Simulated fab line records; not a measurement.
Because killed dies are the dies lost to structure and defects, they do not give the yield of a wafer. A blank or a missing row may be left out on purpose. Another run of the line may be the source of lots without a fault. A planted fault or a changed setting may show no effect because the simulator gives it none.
8D (eight disciplines) problem report, filled in by code	flow nand harc	the parts of the form that need people (team, actions taken, sign-off) are left out

== 1. THE ISSUE ==
A mean of 206.5 W is read at NHARC_P_ZERO_WELL_SOFTBAKE_06 for heater power total W, taken on 1 wafer of 1 lot, against 200.9 W (standard deviation 1.3) on wafers free of any fault. Measured from the usual mean, that is +4.3 standard deviations.
The step: time 70 s.
First observed at day 5 04:00: wafer L131.3, on litho track-07. The record has a number at this step for 38 wafers belonging to 13 lots. Rule for "out" (also "out of limits"): further than 4 standard deviations from the usual mean. The rest of the wafers with a number are treated as sound.

== 2. WHAT IT IS; WHAT IT IS NOT ==
question	is	is not
which readings at this step	heater power total W	-
which lots	L131	L123, L124, L135, L136, L137, L138, L141, L142, L143, L144, L145, L146
which wafers of those lots	L131.3	L131.1, L131.6
read on which tools	litho track-07	litho track-02, litho track-05
when	from day 5 04:00	up to then (8 sound wafers); but 29 sound wafers of L135, L136, L137, L138, L141, L142, L143, L144, L145, L146 came after

== 3. THE SUSPECTS, EACH WITH WHAT RULES IT OUT ==
Counting: a tool at a process step up to the reading stays a suspect if it ran every lot that is out. Sound lots after the first of them don't rule it out here, since some wafers of a struck lot are sound.
- litho track-07 at NHARC_P_ZERO_WELL_SOFTBAKE_06 (time 70 s): kept. The lot that is out, L131, ran on it at day 5 04:00; the last sound lot it ran before that was L123, at day 1 20:00. Out on those wafers are its own readings of heater power total W.
After counting, what remains is litho track-07 at NHARC_P_ZERO_WELL_SOFTBAKE_06.

== 4. THE CAUSE (what the simulator had put in) ==
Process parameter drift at NHARC_P_ZERO_WELL_SOFTBAKE_06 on litho track-07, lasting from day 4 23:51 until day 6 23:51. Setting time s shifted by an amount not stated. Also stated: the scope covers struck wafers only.
Counting left only this tool.

== 5. THE CHAIN OF EFFECTS, in route order ==
Rows list readings where the struck wafers' mean (over those with a number) sits beyond 3 standard deviations from the usual. Only readings for which the record gives a usual standard deviation are gone through. hours: the time from each lot's start at the first step in this table that gives one to its start at this step, as a median over the lots. sigmas: the change in usual standard deviations.
hours	step	reading	usual	on struck wafers	change	sigmas
0	NHARC_P_ZERO_WELL_SOFTBAKE_06	heater power total W	200.9 W	206.5	+5.6	+4.3
Here are the process steps it includes:
- NHARC_P_ZERO_WELL_SOFTBAKE_06: time 70 s.
Later steps that measure or inspect, where all struck wafers having a row at the step show a number for every such reading and not one has moved that far: NHARC_P_ZERO_WELL_CD_MEAS_37, NHARC_P_GATE_INSPECT_28.

== 6. HOW IT WOULD HAVE BEEN CAUGHT EARLIER ==
The fault began at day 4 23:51; the first out-of-limits reading in this record came at day 5 04:00, 4 hours later.
